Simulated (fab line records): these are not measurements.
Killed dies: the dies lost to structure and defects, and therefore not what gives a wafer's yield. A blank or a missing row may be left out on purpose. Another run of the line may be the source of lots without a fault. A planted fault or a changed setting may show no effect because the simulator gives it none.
fab line records -- flow n5-finfet
record: lots: 9, wafers: 24, last-day: 17
route steps=1938 shown BEOL_M4@1057 PASSIVATION@1936
lots untouched by any fault: they come from a run of this same line in which no faults occurred
start-h: hours from the record's first day to the start of the lot's first wafer shown -- wait-h: hours elapsed since this lot's preceding step -- " repeats the value in the row above -- L1.1+2: a row that stands for several wafers -- - either no value or no given start -- * or withheld: withheld -- < > ~ a bound
route shown NAME@n: NAME is a module with steps in the file, n the number in the route of the first one -- usual: mean/standard deviation of fault-free wafers -- same: alike in all rows -- chamber/n: place in a boat -- sites: readings site by site -- _std_site: how widely they spread, as a standard deviation -- _edge_site: mean of outer sites minus mean of inner sites -- radius-mm: how far each site lies from the wafer's centre -- mask NAME#n: copy n -- behind: the most recent tool/chamber to have shaped the wafer -- hold: cause of the lot's hold/its duration in hours/its outcome -- device: the n, p or np transistor that did not switch -- end of line: the route-end tests of the same wafers -- a step given without rows: its recipe and nothing more -- killed: dies that structure and defects cost at the first sort, which is not the same as the wafer's yield -- map: shows each die of a wafer: x if killed, . if not, _ if none is there
set.NAME: the setting the step ran with; set.NAME@STEP: the setting that earlier step ran with -- model.NAME: the simulator's own value behind a step, which no gauge read
steps of the route over a sample of lots; a table a step, a row a wafer
services: the hour from which a tool's chamber was out of use, counted from the record's first day as start-h (under 0 if before that day), plus the number of hours and why
== steps ==
step: N5_BEOL_M4_OVL_MEAS_29
recipe: points-per-wafer: 522
usual: V3_OVL: -0.2/0.73
lot.wafer,tool,chamber,start-h,wait-h,V3_OVL[nm]
L246.3,overlay-01,0,161.68,0.0,-0.7
L246.5,overlay-01,0,161.68,0.0,-0.5
L248.1,overlay-02,0,176.28,0.0,0.3
L248.2,overlay-02,0,176.28,0.0,-0.2
L248.3,overlay-02,0,176.28,0.0,0.8
L249.3,overlay-02,0,180.40,0.0,1.3
L249.5,overlay-02,0,180.40,0.0,0.0
L249.6,overlay-02,0,180.40,0.0,-1.1
L251.2,overlay-01,0,195.36,0.0,-0.1
L251.4,overlay-01,0,195.36,0.0,0.1
L251.5,overlay-01,0,195.36,0.0,-0.1
L250.1,overlay-01,0,195.62,0.0,-0.3
L250.4,overlay-01,0,195.62,0.0,-0.8
L250.6,overlay-01,0,195.62,0.0,-0.6
L253.1,overlay-02,0,213.98,0.0,0.5
L253.3,overlay-02,0,213.98,0.0,0.9
L253.6,overlay-02,0,213.98,0.0,0.6
L257.1,overlay-02,0,229.58,0.0,0.2
L257.3,overlay-02,0,229.58,0.0,1.4
L257.4,overlay-02,0,229.58,0.0,-0.5
L264.1,overlay-02,0,292.09,0.0,-0.1
L264.3,overlay-02,0,292.09,0.0,0.2
L265.1,overlay-02,0,292.20,0.0,0.5
L265.2,overlay-02,0,292.20,0.0,0.5
step: N5_BEOL_M4_STRIP_36
recipe: chemistry: N2/H2, power-w: 450, temp-c: 40, pressure-mtorr: 20, rf-frequency-hz: 6e+07, overash-fraction: 0.3, bias-power-w: 7, h2-frac: 0.5, n2-flow-sccm: 200, h2-flow-sccm: 200
usual: chamber-pressure-mTorr: 20.001/0.03, drypump-motor-current-A: 5.7/0.56, oes-product-au: 0.81/0.084, rf-vpp-V: 59.0/1.4, showerhead-plenum-p-Torr: 2.48/0.062, throttle-valve-pct: 23.71/0.26
same: overash-fraction: 0.3
lot.wafer,tool,chamber,start-h,wait-h,chamber-pressure-mTorr,drypump-motor-current-A,oes-product-au,rf-hours-counter-h,rf-vpp-V,showerhead-plenum-p-Torr,throttle-valve-pct
L246.3,rie-diel-06,2,164.99,0.0,19.997,5.4,0.72,219,59.1,2.42,24.12
L246.5,rie-diel-06,2,164.99,0.0,20.006,5.4,0.73,-,57.8,2.42,24.12
L248.1,rie-diel-04,3,181.96,0.0,20.011,5.7,0.85,66,58.2,2.45,23.75
L248.2,rie-diel-04,1,181.96,0.0,20.038,6.1,0.87,51,56.5,2.48,23.39
L248.3,rie-diel-04,2,181.96,0.0,19.989,5.9,0.69,229,59.2,2.51,23.97
L249.3,rie-diel-04,2,186.40,0.0,19.994,5.8,0.68,230,61.2,2.51,23.95
L249.5,rie-diel-04,2,186.40,0.0,19.947,5.9,0.68,-,59.2,2.51,23.94
L249.6,rie-diel-04,3,186.40,0.0,20.009,5.7,0.86,-,58.4,2.45,23.78
L251.2,rie-diel-04,3,200.11,0.0,19.918,5.7,0.86,72,58.9,2.45,23.72
L251.4,rie-diel-04,1,200.11,0.0,20.011,6.2,0.86,57,56.5,2.48,23.39
L251.5,rie-diel-04,2,200.11,0.0,20.001,5.9,0.69,-,60.1,2.51,23.95
L250.1,rie-diel-03,3,200.15,0.0,20.007,6.5,0.90,29,61.5,2.68,23.13
L250.4,rie-diel-03,1,200.15,0.0,19.976,6.6,0.68,236,58.6,2.41,24.30
L250.6,rie-diel-03,3,200.15,0.0,20.015,6.5,0.89,-,59.0,2.68,23.17
L253.1,rie-diel-06,3,215.43,0.0,19.978,6.7,0.92,25,60.6,2.48,23.56
L253.3,rie-diel-06,1,215.43,0.0,19.982,4.9,0.80,107,61.3,2.46,23.74
L253.6,rie-diel-06,1,215.43,0.0,19.965,4.9,0.81,-,59.1,2.46,23.74
L257.1,rie-diel-06,3,232.21,0.0,19.992,6.7,0.92,29,56.9,2.48,23.56
L257.3,rie-diel-06,0,232.21,0.0,20.007,5.2,0.82,80,57.7,2.47,23.97
L257.4,rie-diel-06,1,232.21,0.0,20.006,4.9,0.80,111,62.4,2.46,23.74
L264.1,rie-diel-04,2,293.02,0.0,20.017,5.9,0.95,10,61.2,2.49,23.55
L264.3,rie-diel-04,0,293.02,0.0,20.005,5.5,0.73,179,59.5,2.42,23.75
L265.1,rie-diel-04,0,296.86,0.0,19.991,5.5,0.71,180,59.9,2.42,23.76
L265.2,rie-diel-04,3,296.86,0.0,20.080,5.7,0.81,110,57.3,2.44,23.79
step: N5_BEOL_M4_TRENCH_ETCH_37
recipe: chemistry: C4F6/O2, target-depth-a: 555.55, target: SiOC, time-s: 29.2, ion-energy-ev: 250, pressure-mtorr: 30, source-w: 355, bias-w: 185, Ar_flow_sccm: 300, C4F6_flow_sccm: 10, O2_flow_sccm: 10
usual: bias-w: 185.0/0.59, chamber-pressure-mTorr: 30.00/0.031, drypump-motor-current-A: 5.7/0.56, oes-product-au: 0.81/0.083, rf-vpp-V: 660/11, showerhead-plenum-p-Torr: 2.78/0.076, throttle-valve-pct: 20.89/0.24
lot.wafer,tool,chamber,start-h,wait-h,bias-w,chamber-pressure-mTorr,drypump-motor-current-A,oes-product-au,rf-hours-counter-h,rf-vpp-V,showerhead-plenum-p-Torr,throttle-valve-pct
L246.3,rie-diel-06,2,165.03,-,184.5,30.03,5.3,0.70,219,652,2.71,21.10
L246.5,rie-diel-06,2,165.03,-,184.0,30.00,5.3,0.70,-,652,2.71,21.10
L248.1,rie-diel-04,3,182.00,-,183.9,30.00,5.6,0.86,66,658,2.79,21.14
L248.2,rie-diel-04,1,182.00,-,184.8,30.01,6.1,0.86,51,651,2.76,20.56
L248.3,rie-diel-04,2,182.00,-,185.7,30.03,5.9,0.69,229,650,2.82,21.13
L249.3,rie-diel-04,2,186.44,-,184.7,30.00,5.8,0.69,230,650,2.82,21.13
L249.5,rie-diel-04,2,186.44,-,184.1,30.01,5.9,0.69,-,650,2.82,21.14
L249.6,rie-diel-04,3,186.44,-,185.9,30.02,5.7,0.86,-,657,2.79,21.15
L251.2,rie-diel-04,3,200.15,-,185.6,29.98,5.7,0.84,72,658,2.79,21.14
L251.4,rie-diel-04,1,200.15,-,185.6,29.96,6.1,0.85,57,649,2.76,20.54
L251.5,rie-diel-04,2,200.15,-,184.7,29.98,5.9,0.68,-,650,2.82,21.13
L250.1,rie-diel-03,3,200.19,-,185.5,29.98,6.6,0.91,29,686,3.04,20.70
L250.4,rie-diel-03,1,200.19,-,185.5,29.98,6.6,0.68,236,643,2.71,21.19
L250.6,rie-diel-03,3,200.19,-,186.2,29.95,6.5,0.90,-,685,3.04,20.70
L253.1,rie-diel-06,3,215.47,-,185.0,30.00,6.7,0.92,25,656,2.78,20.78
L253.3,rie-diel-06,1,215.47,-,184.9,29.98,4.9,0.81,107,672,2.75,20.90
L253.6,rie-diel-06,1,215.47,-,185.2,29.95,4.9,0.80,-,674,2.75,20.86
L257.1,rie-diel-06,3,232.25,-,185.1,30.03,6.7,0.91,30,657,2.78,20.79
L257.3,rie-diel-06,0,232.25,-,185.9,30.02,5.2,0.82,80,672,2.79,20.99
L257.4,rie-diel-06,1,232.25,-,183.7,30.03,4.8,0.80,111,674,2.75,20.91
L264.1,rie-diel-04,2,293.06,-,184.6,30.02,5.8,1.13,10,648,2.81,20.84
L264.3,rie-diel-04,0,293.06,-,184.9,30.04,5.5,0.86,179,659,2.71,20.91
L265.1,rie-diel-04,0,296.90,-,184.1,29.97,5.5,0.85,180,658,2.71,20.92
L265.2,rie-diel-04,3,296.90,-,184.7,30.04,5.6,0.80,110,657,2.77,21.20
step: N5_BEOL_M4_OCD_MEAS_38
usual: trench-depth-nm: 55.6/1.2
lot.wafer,tool,chamber,start-h,wait-h,trench-depth-nm
L246.3,ocd-01,-,165.18,-,53.3
L246.5,ocd-01,-,165.18,-,53.3
L248.1,ocd-01,-,182.16,-,57.4
L248.2,ocd-01,-,182.16,-,57.4
L248.3,ocd-01,-,182.16,-,54.8
L249.3,ocd-02,-,186.59,-,54.8
L249.5,ocd-02,-,186.59,-,55.7
L249.6,ocd-02,-,186.59,-,56.9
L251.2,ocd-01,-,200.31,-,56.8
L251.4,ocd-01,-,200.31,-,56.7
L251.5,ocd-01,-,200.31,-,54.8
L250.1,ocd-02,-,200.34,-,57.6
L250.4,ocd-02,-,200.34,-,55.1
L250.6,ocd-02,-,200.34,-,57.7
L253.1,ocd-01,-,215.62,-,55.0
L253.3,ocd-01,-,215.62,-,56.1
L253.6,ocd-01,-,215.62,-,56.2
L257.1,ocd-02,-,232.42,-,55.0
L257.3,ocd-02,-,232.42,-,54.6
L257.4,ocd-02,-,232.42,-,56.0
L264.1,ocd-02,-,293.21,-,74.8
L264.3,ocd-02,-,293.21,-,73.1
L265.1,ocd-01,-,297.05,-,72.2
L265.2,ocd-01,-,297.05,-,56.3
step: N5_BEOL_M4_CD_MEAS_35
recipe: target-cd-nm: 18, target-cd-y-nm: 22.4, polarity: opening
usual: cd-nm: 18.0/0.34
lot.wafer,tool,chamber,start-h,wait-h,cd-nm
L246.3,cd-sem-01,-,165.34,0.0,17.9
L246.5,cd-sem-01,-,165.34,0.0,17.7
L248.1,cd-sem-02,-,182.40,0.0,18.5
L248.2,cd-sem-02,-,182.40,0.0,17.7
L248.3,cd-sem-02,-,182.40,0.0,18.3
L249.3,cd-sem-01,-,186.75,0.0,17.8
L249.5,cd-sem-01,-,186.75,0.0,17.9
L249.6,cd-sem-01,-,186.75,0.0,18.1
L251.2,cd-sem-03,-,200.46,0.0,17.9
L251.4,cd-sem-03,-,200.46,0.0,17.8
L251.5,cd-sem-03,-,200.46,0.0,17.8
L250.1,cd-sem-01,-,200.49,0.0,17.8
L250.4,cd-sem-01,-,200.49,0.0,18.1
L250.6,cd-sem-01,-,200.49,0.0,17.4
L253.1,cd-sem-03,-,215.78,0.0,18.1
L253.3,cd-sem-03,-,215.78,0.0,17.7
L253.6,cd-sem-03,-,215.78,0.0,18.2
L257.1,cd-sem-03,-,232.57,0.0,18.0
L257.3,cd-sem-03,-,232.57,0.0,17.9
L257.4,cd-sem-03,-,232.57,0.0,18.3
L264.1,cd-sem-02,-,293.37,0.0,18.3
L264.3,cd-sem-02,-,293.37,0.0,17.8
L265.1,cd-sem-02,-,297.20,0.0,18.2
L265.2,cd-sem-02,-,297.20,0.0,18.1
step: N5_BEOL_M4_THK_MEAS_53
recipe: thk-meas-gauge: xrf, reads: Cu_of_BEOL_M4_ECD_50
usual: M4_THK: 39.4/1.7
lot.wafer,tool,chamber,start-h,wait-h,M4_THK[nm]
L246.3,film-metro-01,-,168.99,-,35.7
L246.5,film-metro-01,-,168.99,-,37.3
L248.1,film-metro-01,-,186.41,-,43.7
L248.2,film-metro-01,-,186.41,-,44.0
L248.3,film-metro-01,-,186.41,-,40.0
L249.3,film-metro-02,-,190.73,-,40.9
L249.5,film-metro-02,-,190.73,-,40.3
L249.6,film-metro-02,-,190.73,-,41.8
L251.2,film-metro-02,-,204.00,-,40.0
L251.4,film-metro-02,-,204.00,-,43.1
L251.5,film-metro-02,-,204.00,-,39.3
L250.1,film-metro-02,-,204.31,0.2,40.4
L250.4,film-metro-02,-,204.31,0.2,39.2
L250.6,film-metro-02,-,204.31,0.2,41.1
L253.1,film-metro-02,-,219.59,-,37.1
L253.3,film-metro-02,-,219.59,-,38.3
L253.6,film-metro-02,-,219.59,-,39.6
L257.1,film-metro-01,-,237.74,-,38.4
L257.3,film-metro-01,-,237.74,-,38.7
L257.4,film-metro-01,-,237.74,-,38.5
L264.1,film-metro-02,-,297.63,-,59.3
L264.3,film-metro-02,-,297.63,-,56.8
L265.1,film-metro-02,-,300.75,-,55.8
L265.2,film-metro-02,-,300.75,-,39.8
step: N5_BEOL_M4_RS_MEAS_58
recipe: thk-meas-gauge: four-point-probe, reads: Co_of_BEOL_M4_CO_CAP_55+Cu_of_BEOL_M4_ECD_50+Co_of_BEOL_M4_CVD_47+TaN_of_BEOL_M4_ALD_84
usual: M4_RS: 0.68/0.037
lot.wafer,tool,chamber,start-h,wait-h,M4_RS[ohm/sq]
L246.3,film-metro-02,-,169.25,0.1,0.76
L246.5,film-metro-02,-,169.25,0.1,0.72
L248.1,film-metro-02,-,186.76,0.1,0.59
L248.2,film-metro-02,-,186.76,0.1,0.59
L248.3,film-metro-02,-,186.76,0.1,0.66
L249.3,film-metro-02,-,190.99,0.1,0.65
L249.5,film-metro-02,-,190.99,0.1,0.66
L249.6,film-metro-02,-,190.99,0.1,0.64
L251.2,film-metro-02,-,204.29,0.1,0.66
L251.4,film-metro-02,-,204.29,0.1,0.61
L251.5,film-metro-02,-,204.29,0.1,0.68
L250.1,film-metro-02,-,204.60,0.1,0.67
L250.4,film-metro-02,-,204.60,0.1,0.69
L250.6,film-metro-02,-,204.60,0.1,0.65
L253.1,film-metro-02,-,219.91,0.0,0.73
L253.3,film-metro-02,-,219.91,0.0,0.71
L253.6,film-metro-02,-,219.91,0.0,0.68
L257.1,film-metro-01,-,238.00,0.0,0.69
L257.3,film-metro-01,-,238.00,0.0,0.69
L257.4,film-metro-01,-,238.00,0.0,0.69
L264.1,film-metro-01,-,297.89,0.0,0.41
L264.3,film-metro-01,-,297.89,0.0,0.43
L265.1,film-metro-01,-,301.05,0.1,0.44
L265.2,film-metro-01,-,301.05,0.1,0.67
step: N5_BEOL_M4_RC_MEAS_101
usual: DIBL_N: 36.0/1.6, DIBL_P: 36.1/2, IOFF_N: 0.160/0.029, IOFF_P: 0.21/0.039, ION_N: 675/13, ION_P: 464/8.8, SERP_M4: 197/17, SERP_M4_max_site: 211/19, SS_N: 71.5/0.58, SS_P: 73.3/0.65, VT_N: 250/3.3, VT_P: -249/3.6
lot.wafer,tool,chamber,start-h,wait-h,DIBL_N[mV/V],DIBL_P[mV/V],IOFF_N[nA/um],IOFF_P[nA/um],ION_N[uA/um],ION_P[uA/um],SERP_M4[ohm/um],SERP_M4_max_site[ohm/um],SS_N[mV/dec],SS_P[mV/dec],VT_N[mV],VT_P[mV]
L246.3,prober-01,0,169.61,0.3,37.5,36.4,0.174,0.24,666,460,234,253,71.8,74.0,251,-248
L246.5,prober-01,0,169.61,0.3,36.0,34.5,0.149,0.21,667,460,220,233,71.1,72.7,251,-250
L248.1,prober-02,0,186.81,0.0,34.2,34.1,0.121,0.15,653,451,172,185,71.7,72.7,254,-259
L248.2,prober-02,0,186.81,0.0,36.3,36.7,0.150,0.18,673,456,176,182,72.6,74.0,252,-255
L248.3,prober-02,0,186.81,0.0,33.9,33.6,0.110,0.14,649,448,182,193,71.4,72.3,255,-259
L249.3,prober-02,0,191.35,0.3,33.7,35.3,0.146,0.19,678,463,190,199,71.2,73.1,250,-252
L249.5,prober-02,0,191.35,0.3,32.2,33.5,0.118,0.17,675,466,199,208,70.8,72.7,253,-250
L249.6,prober-02,0,191.35,0.3,35.7,37.8,0.175,0.23,678,463,185,190,70.7,73.7,247,-249
L251.2,prober-01,0,204.50,0.2,36.7,38.2,0.177,0.22,677,454,208,228,70.9,74.5,250,-250
L251.4,prober-01,0,204.50,0.2,35.7,37.7,0.172,0.22,671,461,187,199,71.7,73.8,249,-252
L251.5,prober-01,0,204.50,0.2,34.9,35.4,0.150,0.18,657,447,218,226,71.5,73.5,252,-254
L250.1,prober-02,0,204.65,0.0,38.0,36.8,0.166,0.23,681,471,188,196,71.6,73.6,250,-248
L250.4,prober-02,0,204.65,0.0,36.7,35.3,0.154,0.22,677,465,204,227,70.8,73.0,250,-249
L250.6,prober-02,0,204.65,0.0,37.5,37.1,0.152,0.23,670,465,211,223,72.2,73.3,252,-247
L253.1,prober-01,0,219.96,0.0,37.1,36.8,0.180,0.20,669,454,216,225,71.5,73.3,251,-251
L253.3,prober-01,0,219.96,0.0,34.3,35.2,0.130,0.18,658,452,196,214,71.1,72.9,256,-250
L253.6,prober-01,0,219.96,0.0,34.3,34.8,0.132,0.18,672,462,206,219,71.1,73.6,251,-252
L257.1,prober-02,0,238.06,0.0,35.3,34.1,0.138,0.19,681,470,181,188,70.5,73.3,251,-252
L257.3,prober-02,0,238.06,0.0,35.9,35.1,0.154,0.20,678,472,182,192,70.8,72.9,250,-251
L257.4,prober-02,0,238.06,0.0,36.4,35.6,0.165,0.21,694,474,187,197,72.1,73.4,247,-250
L264.1,prober-01,0,297.94,0.0,34.8,34.0,0.146,0.17,687,463,129,140,70.9,72.3,247,-252
L264.3,prober-01,0,297.94,0.0,36.2,35.5,0.154,0.20,681,469,137,141,71.5,73.7,248,-250
L265.1,prober-02,0,301.11,0.0,35.4,35.1,0.146,0.20,695,478,137,157,71.2,72.2,249,-251
L265.2,prober-02,0,301.11,0.0,36.8,36.5,0.159,0.22,675,466,206,218,71.7,73.2,251,-248
sites SERP_M4 radius-mm=0,75,75,75,75,140,140,140,140
L246.3 252 249 243 253 234 216 211 228 222
L248.1 175 185 178 172 175 153 151 147 148
L249.3 196 199 194 199 190 186 178 186 175
L251.2 226 228 222 208 215 194 206 190 192
L250.1 188 192 196 188 195 187 186 185 189
L253.1 202 218 214 219 222 225 212 213 216
L257.1 169 182 188 178 185 181 180 179 181
L264.1 129 140 135 131 135 125 117 125 123
L265.1 122 137 129 128 129 157 154 144 152
step: N5_PASSIVATION_PROBE_49
usual: defect-limited-yield: 91.0/1.3, killed_at_M0_to_M3: 36/9.5, killed_at_M4_up: 14/5.6, killed-at-contacts: 12/6.4, killed-at-front-end: 40/10, killed-at-other: 3.2/3, killed-dies: 107/15, killed-on-rim: 15/4.5, killed-open: 69/12, killed-short: 35/7.7, sort_bin_5_function: 5.3/0.91, sort_bin_6_memory: 3.3/0.65, sort-n-pass: 1073/15, sort-yield-pct: 91.0/1.3
same: gross-dies: 1180, killed-at-back-side: 0, sort_bin_4_leakage[%]: 0, sort_bin_8_speed[%]: 0
lot.wafer,tool,chamber,start-h,wait-h,defect-limited-yield[%],killed_at_M0_to_M3,killed_at_M4_up,killed-at-contacts,killed-at-front-end,killed-at-other,killed-dies,killed-on-rim,killed-open,killed-short,sort_bin_5_function[%],sort_bin_6_memory[%],sort-n-pass,sort-yield-pct[%]
L248.1,prober-01,-,293.49,0.0,92.5,38,8,10,33,0,89,10,56,32,4.7,2.8,1091,92.5
L248.2,prober-01,-,293.54,0.1,89.7,55,10,11,44,2,122,16,72,48,6.5,3.6,1058,89.7
L248.3,prober-01,-,293.59,0.1,89.9,48,9,24,33,5,119,16,72,47,5.2,4.3,1061,89.9
L253.6,prober-02,-,336.00,0.3,91.4,43,8,4,46,0,101,14,67,33,5.3,3.1,1079,91.4
killed by level:class
L248.1 FIN_SAQP:geometric-particle:short=11 MOL_CONTACT_COAG:geometric-particle:open=7 BEOL_M0_SAQP:geometric-particle:open=7 BEOL_M3:geometric-particle:open=7 GATE_CUT:geometric-particle:open=6 BEOL_M2:geometric-particle:open=6 STI_FIN_REVEAL:geometric-particle:open=5 BEOL_M0_SAQP:geometric-particle:short=5
L248.2 BEOL_M0_SAQP:geometric-particle:short=17 BEOL_M0_SAQP:geometric-particle:open=13 MOL_CONTACT_COAG:geometric-particle:open=9 BEOL_M3:geometric-particle:open=9 STI_FIN_REVEAL:geometric-particle:open=8 FIN_SAQP:geometric-particle:short=7 GATE_CUT:geometric-particle:short=7 FIN_SAQP:geometric-particle:open=6
L248.3 MOL_CONTACT_COAG:geometric-particle:open=19 BEOL_M2:geometric-particle:open=15 BEOL_M0_SAQP:geometric-particle:short=9 FIN_SAQP:geometric-particle:open=8 BEOL_M0_SAQP:geometric-particle:open=6 STI_FIN_REVEAL:geometric-particle:open=5 MOL_CONTACT_COAG:geometric-particle:short=5 FIN_SAQP:geometric-particle:short=4
L253.6 BEOL_M3:geometric-particle:open=13 BEOL_M0_SAQP:geometric-particle:short=10 BEOL_M1:geometric-particle:open=10 FIN_SAQP:geometric-particle:open=8 GATE_CUT:geometric-particle:short=7 GATE_CUT:geometric-particle:open=7 BEOL_M0_SAQP:geometric-particle:open=6 FIN_SAQP:geometric-particle:short=5
== services ==
tool,chamber,start-h,hours,kind
rie-diel-04,0,148.13,8.1,repair
rie-diel-04,2,239.29,-,clean
rie-diel-04,2,239.29,-,consumable-replace:focus-ring
rie-diel-04,2,239.29,25.0,scheduled-down
rie-diel-04,2,239.29,25.0,vent-cycle
rie-diel-03,1,241.09,-,clean
rie-diel-03,1,241.09,-,consumable-replace:focus-ring
rie-diel-03,1,241.09,-,consumable-replace:showerhead
rie-diel-03,1,241.09,30.5,scheduled-down
rie-diel-03,1,241.09,30.5,vent-cycle
rie-diel-06,2,243.08,8.3,repair
rie-diel-06,2,268.31,-,clean
rie-diel-06,2,268.31,-,consumable-replace:focus-ring
rie-diel-06,2,268.31,-,consumable-replace:showerhead
rie-diel-04,3,281.53,2.6,repair
== key ==
first-sign: step: N5_BEOL_M4_OCD_MEAS_38, reading: trench-depth-nm, direction: up, sigmas: 15, usual: 55.6, struck: 73.4
effect: step: N5_BEOL_M4_THK_MEAS_53, reading: M4_THK, direction: up, sigmas: 11, usual: 39.4, struck: 57.3
effect: step: N5_BEOL_M4_RS_MEAS_58, reading: M4_RS, direction: down, sigmas: 6.9, usual: 0.68, struck: 0.43
effect: step: N5_BEOL_M4_RC_MEAS_101, reading: SERP_M4, direction: down, sigmas: 3.8, usual: 197, struck: 134
effect: step: N5_BEOL_M4_RC_MEAS_101, reading: SERP_M4_max_site, direction: down, sigmas: 3.4, usual: 211, struck: 146
met-at N5_BEOL_M4_TRENCH_ETCH_37
struck-lots L264,L265
struck-wafers L264.1,L264.3,L265.1
not-acting-at N5_BEOL_M4_OVL_MEAS_29,N5_BEOL_M4_STRIP_36,N5_BEOL_M4_CD_MEAS_35
onset-between 200.15 293.06
fault: kind: process-parameter-drift, tool: rie-diel-04, chamber: -, onset-h: 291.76, steps: N5_BEOL_M4_TRENCH_ETCH_37, channel: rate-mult, offset: 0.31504, shape: step, end-h: 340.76, scope: struck-wafers-only
